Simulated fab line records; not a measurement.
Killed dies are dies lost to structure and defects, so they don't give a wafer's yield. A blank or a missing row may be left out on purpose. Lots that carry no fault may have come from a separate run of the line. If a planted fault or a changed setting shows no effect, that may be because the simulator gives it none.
Which tool did it? :: flow n5_finfet :: Sampling: 11 lots, 29 wafers, 6 of 1938 route steps

== WHAT EACH GAUGE READ, for each wafer ==
N5_BEOL_M4_RC_MEAS_101. Usual: DIBL_N 36.2 mV/V, standard deviation 2.2; DIBL_P 36.1 mV/V, standard deviation 2.8; IOFF_N 0.16 nA/um, standard deviation 0.041; IOFF_P 0.21 nA/um, standard deviation 0.047; ION_N 676 uA/um, standard deviation 16; ION_P 463 uA/um, standard deviation 11; SS_N 71.6 mV/dec, standard deviation 0.78; SS_P 73.3 mV/dec, standard deviation 0.86; VT_N 249 mV, standard deviation 3.8; VT_P -251 mV, standard deviation 3.9.
lot: L217
measured: day 8 06:41
on: prober-02
DIBL_N (mV/V): 33.8 35.4
DIBL_P (mV/V): 32.5 34.2
IOFF_N (nA/um): 0.13 0.16
IOFF_P (nA/um): 0.16 0.19
ION_N (uA/um): 686 688
ION_P (uA/um): 465 467
SS_N (mV/dec): 70.7 70.9
SS_P (mV/dec): 72.0 72.9
VT_N (mV): 250 248
VT_P (mV): -256 -251
flag: 

lot: L219
measured: day 9 04:30
on: prober-02
DIBL_N (mV/V): 36.2 35.3 36.0
DIBL_P (mV/V): 35.8 35.2 35.4
IOFF_N (nA/um): 0.18 0.15 0.15
IOFF_P (nA/um): 0.24 0.22 0.23
ION_N (uA/um): 684 675 666
ION_P (uA/um): 471 465 466
SS_N (mV/dec): 71.6 71.0 71.3
SS_P (mV/dec): 73.8 73.2 73.2
VT_N (mV): 245 252 254
VT_P (mV): -246 -248 -249
flag: 

lot: L221
measured: day 9 09:05
on: prober-01
DIBL_N (mV/V): 36.8 35.3 33.9
DIBL_P (mV/V): 40.0 38.0 35.4
IOFF_N (nA/um): 0.19 0.17 0.13
IOFF_P (nA/um): 0.24 0.21 0.17
ION_N (uA/um): 678 679 655
ION_P (uA/um): 465 464 446
SS_N (mV/dec): 71.8 71.7 71.1
SS_P (mV/dec): 74.2 73.3 73.2
VT_N (mV): 247 246 253
VT_P (mV): -244 -251 -251
flag: 

lot: L224
measured: day 9 19:35
on: prober-02
DIBL_N (mV/V): 36.6 37.7
DIBL_P (mV/V): 36.2 38.9
IOFF_N (nA/um): 0.16 0.19
IOFF_P (nA/um): 0.20 0.23
ION_N (uA/um): 669 682
ION_P (uA/um): 458 459
SS_N (mV/dec): 71.7 72.2
SS_P (mV/dec): 73.7 74.6
VT_N (mV): 254 249
VT_P (mV): -252 -250
flag: 

lot: L226
measured: day 10 21:11
on: prober-02
DIBL_N (mV/V): 37.7 32.6 39.5
DIBL_P (mV/V): 37.3 31.9 40.4
IOFF_N (nA/um): 0.18 0.10 0.22
IOFF_P (nA/um): 0.23 0.16 0.28
ION_N (uA/um): 680 664 678
ION_P (uA/um): 463 460 464
SS_N (mV/dec): 72.4 69.9 71.7
SS_P (mV/dec): 73.0 72.2 74.3
VT_N (mV): 249 255 247
VT_P (mV): -248 -253 -247
flag: 

lot: L230
measured: day 11 06:13
on: prober-01
DIBL_N (mV/V): 40.1 32.8
DIBL_P (mV/V): 40.9 31.5
IOFF_N (nA/um): 0.24 0.11
IOFF_P (nA/um): 0.29 0.14
ION_N (uA/um): 682 653
ION_P (uA/um): 467 451
SS_N (mV/dec): 73.4 70.9
SS_P (mV/dec): 75.0 72.2
VT_N (mV): 244 253
VT_P (mV): -249 -257
flag: 

lot: L231
measured: day 12 09:41
on: prober-01
DIBL_N (mV/V): 35.5 37.2 35.6
DIBL_P (mV/V): 36.9 38.5 36.7
IOFF_N (nA/um): 0.16 0.21 0.18
IOFF_P (nA/um): 0.21 0.24 0.21
ION_N (uA/um): 669 691 686
ION_P (uA/um): 459 468 466
SS_N (mV/dec): 71.9 72.1 72.0
SS_P (mV/dec): 73.2 73.8 73.7
VT_N (mV): 247 243 245
VT_P (mV): -250 -247 -252
flag: 

lot: L232
measured: day 12 12:50
on: prober-02
DIBL_N (mV/V): 37.5 32.0 38.7
DIBL_P (mV/V): 35.7 31.0 39.0
IOFF_N (nA/um): 0.19 0.10 0.21
IOFF_P (nA/um): 0.20 0.15 0.26
ION_N (uA/um): 678 654 683
ION_P (uA/um): 460 454 467
SS_N (mV/dec): 72.2 70.3 71.8
SS_P (mV/dec): 72.8 71.6 74.6
VT_N (mV): 246 255 247
VT_P (mV): -251 -256 -248
flag: 

lot: L238
measured: day 13 17:52
on: prober-01
DIBL_N (mV/V): 37.1 35.2
DIBL_P (mV/V): 39.2 37.6
IOFF_N (nA/um): 0.20 0.16
IOFF_P (nA/um): 0.25 0.22
ION_N (uA/um): 700 675
ION_P (uA/um): 481 461
SS_N (mV/dec): 71.7 71.9
SS_P (mV/dec): 74.1 73.6
VT_N (mV): 246 248
VT_P (mV): -247 -251
flag: 

lot: L240
measured: day 14 01:08
on: prober-01
DIBL_N (mV/V): 35.8 40.4 31.0
DIBL_P (mV/V): 38.1 42.0 31.3
IOFF_N (nA/um): 0.15 0.26 0.08
IOFF_P (nA/um): 0.23 0.31 0.13
ION_N (uA/um): 661 701 647
ION_P (uA/um): 461 482 449
SS_N (mV/dec): 70.6 72.5 69.6
SS_P (mV/dec): 74.0 75.7 71.7
VT_N (mV): 250 242 260
VT_P (mV): -250 -245 -255
flag: 

lot: L239
measured: day 14 04:28
on: prober-02
DIBL_N (mV/V): 33.7 33.2 38.4
DIBL_P (mV/V): 32.3 31.3 37.8
IOFF_N (nA/um): 0.11 0.10 0.18
IOFF_P (nA/um): 0.14 0.14 0.21
ION_N (uA/um): 653 664 669
ION_P (uA/um): 450 453 455
SS_N (mV/dec): 69.8 70.4 71.6
SS_P (mV/dec): 71.8 71.6 73.5
VT_N (mV): 254 256 249
VT_P (mV): -255 -258 -254
flag: 

N5_BEOL_M15_INSPECT_30: inspects for defects (macro). Usual: raw_defect_count at 1.9, with a standard deviation of 1.5.
lot: L217
measured: day 11 17:49
on: defect_inspect-01
raw_defect_count: 3 4
flag: 

lot: L219
measured: day 12 14:46
on: defect_inspect-01
raw_defect_count: 1 1 6
flag: 

lot: L221
measured: day 12 19:05
on: defect_inspect-02
raw_defect_count: 1 1 0
flag: 

lot: L224
measured: day 13 12:18
on: defect_inspect-02
raw_defect_count: 2 1
flag: 

lot: L226
measured: day 14 08:52
on: defect_inspect-02
raw_defect_count: 1 4 1
flag: 

lot: L230
measured: day 15 18:13
on: defect_inspect-01
raw_defect_count: 1 1
flag: 

lot: L231
measured: day 15 21:16
on: defect_inspect-01
raw_defect_count: 0 1 4
flag: 

lot: L232
measured: day 15 22:39
on: defect_inspect-02
raw_defect_count: 1 4 1
flag: 

lot: L238
measured: day 17 13:59
on: defect_inspect-02
raw_defect_count: 0 3
flag: 

lot: L240
measured: day 17 22:11
on: defect_inspect-01
raw_defect_count: 1 2 1
flag: 

lot: L239
measured: day 17 17:38
on: defect_inspect-01
raw_defect_count: 2 3 0
flag: 

N5_BEOL_M15_THK_MEAS_50: measures by xrf. Usual: for M15_THK the level is 834 nm and the standard deviation is 17.
lot: L217
measured: day 11 19:47
on: film_metro-02
M15_THK (nm): 807 827
flag: 

lot: L219
measured: day 12 17:12
on: film_metro-02
M15_THK (nm): 831 811 831
flag: 

lot: L221
measured: day 13 02:51
on: film_metro-02
M15_THK (nm): 830 829 826
flag: 

lot: L224
measured: day 13 16:47
on: film_metro-01
M15_THK (nm): 820 802
flag: 

lot: L226
measured: day 14 13:36
on: film_metro-02
M15_THK (nm): 808 850 813
flag: 

lot: L230
measured: day 15 23:15
on: film_metro-02
M15_THK (nm): 862 799
flag: 

lot: L231
measured: day 15 23:53
on: film_metro-02
M15_THK (nm): 850 856 830
flag: 

lot: L232
measured: day 16 01:04
on: film_metro-01
M15_THK (nm): 830 847 826
flag: 

lot: L238
measured: day 17 16:23
on: film_metro-02
M15_THK (nm): 811 805
flag: 

lot: L240
measured: day 18 03:34
on: film_metro-01
M15_THK (nm): 850 815 852
flag: 

lot: L239
measured: day 17 20:18
on: film_metro-01
M15_THK (nm): 856 816 815
flag: 

== EACH LOT AND THE TOOL THAT RAN IT (in order: tool; ch and the chambers of the sampled wafers; start) ==
lot: L217
N5_BEOL_M15_DEGAS_41: pvd_sputter-02, day 11 18:36
N5_BEOL_M15_SPUTTER_43: pvd_sputter-02, day 11 18:41
N5_BEOL_M15_CMP_49: cmp-01 ch 0,2, day 11 19:37

lot: L219
N5_BEOL_M15_DEGAS_41: pvd_sputter-01, day 12 15:45
N5_BEOL_M15_SPUTTER_43: pvd_sputter-01, day 12 15:50
N5_BEOL_M15_CMP_49: cmp-03 ch 1,2, day 12 16:54

lot: L221
N5_BEOL_M15_DEGAS_41: pvd_sputter-03, day 13 01:40
N5_BEOL_M15_SPUTTER_43: pvd_sputter-03, day 13 01:44
N5_BEOL_M15_CMP_49: cmp-02 ch 0,3, day 13 02:34

lot: L224
N5_BEOL_M15_DEGAS_41: pvd_sputter-02, day 13 15:35
N5_BEOL_M15_SPUTTER_43: pvd_sputter-02, day 13 15:40
N5_BEOL_M15_CMP_49: cmp-01 ch 0,2, day 13 16:34

lot: L226
N5_BEOL_M15_DEGAS_41: pvd_sputter-02, day 14 12:25
N5_BEOL_M15_SPUTTER_43: pvd_sputter-02, day 14 12:29
N5_BEOL_M15_CMP_49: cmp-03 ch 1,2,3, day 14 13:19

lot: L230
N5_BEOL_M15_DEGAS_41: pvd_sputter-02, day 15 22:03
N5_BEOL_M15_SPUTTER_43: pvd_sputter-02, day 15 22:08
N5_BEOL_M15_CMP_49: cmp-02 ch 1,3, day 15 22:59

lot: L231
N5_BEOL_M15_DEGAS_41: pvd_sputter-01, day 15 22:41
N5_BEOL_M15_SPUTTER_43: pvd_sputter-01, day 15 22:46
N5_BEOL_M15_CMP_49: cmp-02 ch 0,1,3, day 15 23:37

lot: L232
N5_BEOL_M15_DEGAS_41: pvd_sputter-02, day 15 23:49
N5_BEOL_M15_SPUTTER_43: pvd_sputter-02, day 15 23:53
N5_BEOL_M15_CMP_49: cmp-02 ch 1,2,3, day 16 00:50

lot: L238
N5_BEOL_M15_DEGAS_41: pvd_sputter-02, day 17 15:11
N5_BEOL_M15_SPUTTER_43: pvd_sputter-02, day 17 15:16
N5_BEOL_M15_CMP_49: cmp-03 ch 0,1, day 17 16:05

lot: L240
N5_BEOL_M15_DEGAS_41: pvd_sputter-01, day 18 01:56
N5_BEOL_M15_SPUTTER_43: pvd_sputter-01, day 18 02:01
N5_BEOL_M15_CMP_49: cmp-03 ch 0,1,3, day 18 03:20

lot: L239
N5_BEOL_M15_DEGAS_41: pvd_sputter-02, day 17 19:00
N5_BEOL_M15_SPUTTER_43: pvd_sputter-02, day 17 19:05
N5_BEOL_M15_CMP_49: cmp-01 ch 0,2,3, day 17 20:05
- N5_BEOL_M15_DEGAS_41: time 60 s.
- N5_BEOL_M15_SPUTTER_43: material TaN, target thk 15 nm, time 24.19 s.
- N5_BEOL_M15_CMP_49: polishes, stops on SiO2, t overpolish 4.9 s, target thk 850 nm.

== WHAT THE TOOLS THEMSELVES READ (means of the sampled wafers that have a number; where no wafer has one, the mark that the record gives instead) ==
N5_BEOL_M15_DEGAS_41. Usual: heater_power_w at 479 W, with a standard deviation of 63.
lot: L217
tool: pvd_sputter-02
heater_power_w (W): 421
flag: 

lot: L219
tool: pvd_sputter-01
heater_power_w (W): 514
flag: 

lot: L221
tool: pvd_sputter-03
heater_power_w (W): 499
flag: 

lot: L224
tool: pvd_sputter-02
heater_power_w (W): 407
flag: 

lot: L226
tool: pvd_sputter-02
heater_power_w (W): 502
flag: 

lot: L230
tool: pvd_sputter-02
heater_power_w (W): 536
flag: 

lot: L231
tool: pvd_sputter-01
heater_power_w (W): 510
flag: 

lot: L232
tool: pvd_sputter-02
heater_power_w (W): 493
flag: 

lot: L238
tool: pvd_sputter-02
heater_power_w (W): 646
flag: 

lot: L240
tool: pvd_sputter-01
heater_power_w (W): 464
flag: 

lot: L239
tool: pvd_sputter-02
heater_power_w (W): 572
flag: 

N5_BEOL_M15_SPUTTER_43. Usual: bias_v 168.6 V, standard deviation 1.6; cathode_dc_power_W 15000 W, standard deviation 2.7; throttle_valve_pct 29.7 %, standard deviation 1.3.
lot: L217
tool: pvd_sputter-02
bias_v (V): 169.8
cathode_dc_power_W (W): 15000
throttle_valve_pct (%): 29.0
flag: 

lot: L219
tool: pvd_sputter-01
bias_v (V): 169.7
cathode_dc_power_W (W): 14999
throttle_valve_pct (%): 28.6
flag: 

lot: L221
tool: pvd_sputter-03
bias_v (V): 170.0
cathode_dc_power_W (W): 14996
throttle_valve_pct (%): 30.9
flag: 

lot: L224
tool: pvd_sputter-02
bias_v (V): 167.8
cathode_dc_power_W (W): 15000
throttle_valve_pct (%): 28.7
flag: 

lot: L226
tool: pvd_sputter-02
bias_v (V): 167.5
cathode_dc_power_W (W): 15000
throttle_valve_pct (%): 29.1
flag: 

lot: L230
tool: pvd_sputter-02
bias_v (V): 171.2
cathode_dc_power_W (W): 15004
throttle_valve_pct (%): 28.7
flag: 

lot: L231
tool: pvd_sputter-01
bias_v (V): -
cathode_dc_power_W (W): -
throttle_valve_pct (%): -
flag: OFF

lot: L232
tool: pvd_sputter-02
bias_v (V): -
cathode_dc_power_W (W): -
throttle_valve_pct (%): -
flag: OFF

lot: L238
tool: pvd_sputter-02
bias_v (V): 166.4
cathode_dc_power_W (W): 15000
throttle_valve_pct (%): 28.2
flag: 

lot: L240
tool: pvd_sputter-01
bias_v (V): 170.0
cathode_dc_power_W (W): 14999
throttle_valve_pct (%): 29.1
flag: 

lot: L239
tool: pvd_sputter-02
bias_v (V): 169.7
cathode_dc_power_W (W): 14998
throttle_valve_pct (%): 28.3
flag: 

N5_BEOL_M15_CMP_49. Usual: barrier_field_endpoint_s 11.36 s, standard deviation 0.29; motor_current_A 7.9 A, standard deviation 0.71; pad_life_wafers 1024, standard deviation 570.
lot: L217
tool: cmp-01
barrier_field_endpoint_s (s): 11.27
motor_current_A (A): 8.5
pad_life_wafers: 987
flag: 

lot: L219
tool: cmp-03
barrier_field_endpoint_s (s): 11.14
motor_current_A (A): 8.1
pad_life_wafers: 524
flag: 

lot: L221
tool: cmp-02
barrier_field_endpoint_s (s): 11.31
motor_current_A (A): 7.4
pad_life_wafers: 1902
flag: 

lot: L224
tool: cmp-01
barrier_field_endpoint_s (s): 11.79
motor_current_A (A): 8.4
pad_life_wafers: 1334
flag: 

lot: L226
tool: cmp-03
barrier_field_endpoint_s (s): 11.34
motor_current_A (A): 7.8
pad_life_wafers: 860
flag: 

lot: L230
tool: cmp-02
barrier_field_endpoint_s (s): 12.00
motor_current_A (A): 7.7
pad_life_wafers: 344
flag: 

lot: L231
tool: cmp-02
barrier_field_endpoint_s (s): 5.77
motor_current_A (A): 7.5
pad_life_wafers: 350
flag: OFF

lot: L232
tool: cmp-02
barrier_field_endpoint_s (s): 5.54
motor_current_A (A): 7.9
pad_life_wafers: 368
flag: OFF

lot: L238
tool: cmp-03
barrier_field_endpoint_s (s): 11.37
motor_current_A (A): 8.5
pad_life_wafers: 1488
flag: 

lot: L240
tool: cmp-03
barrier_field_endpoint_s (s): 11.31
motor_current_A (A): 7.9
pad_life_wafers: 1568
flag: 

lot: L239
tool: cmp-01
barrier_field_endpoint_s (s): 11.33
motor_current_A (A): 8.2
pad_life_wafers: 14
flag: 

== THE ANSWER, worked out from the rows above alone ==
Rule: take the mean of a lot's wafers that have a number; if it is more than 3 standard deviations from the usual mean, the lot is off. A lot without any number at a reading at which 4 lots or more have one is off too. Where the step has rows for the other lots, those lots are counted as sound. The gauges are gone through in route order, then the tools' own readings, and for those a lot's mean is taken as printed above. At the first step where some lot is off, the reading lying furthest off is the one used; lots without a number count as furthest.
Off: L231, L232 (N5_BEOL_M15_SPUTTER_43, bias_v). Without a number there: L231, L232.
A tool fits if, at that step or a process step before it, it ran every lot that is off, and no sound lot after the first of them. Of those tried, none fits.

== WHAT THE SIMULATOR HAD INSERTED ==
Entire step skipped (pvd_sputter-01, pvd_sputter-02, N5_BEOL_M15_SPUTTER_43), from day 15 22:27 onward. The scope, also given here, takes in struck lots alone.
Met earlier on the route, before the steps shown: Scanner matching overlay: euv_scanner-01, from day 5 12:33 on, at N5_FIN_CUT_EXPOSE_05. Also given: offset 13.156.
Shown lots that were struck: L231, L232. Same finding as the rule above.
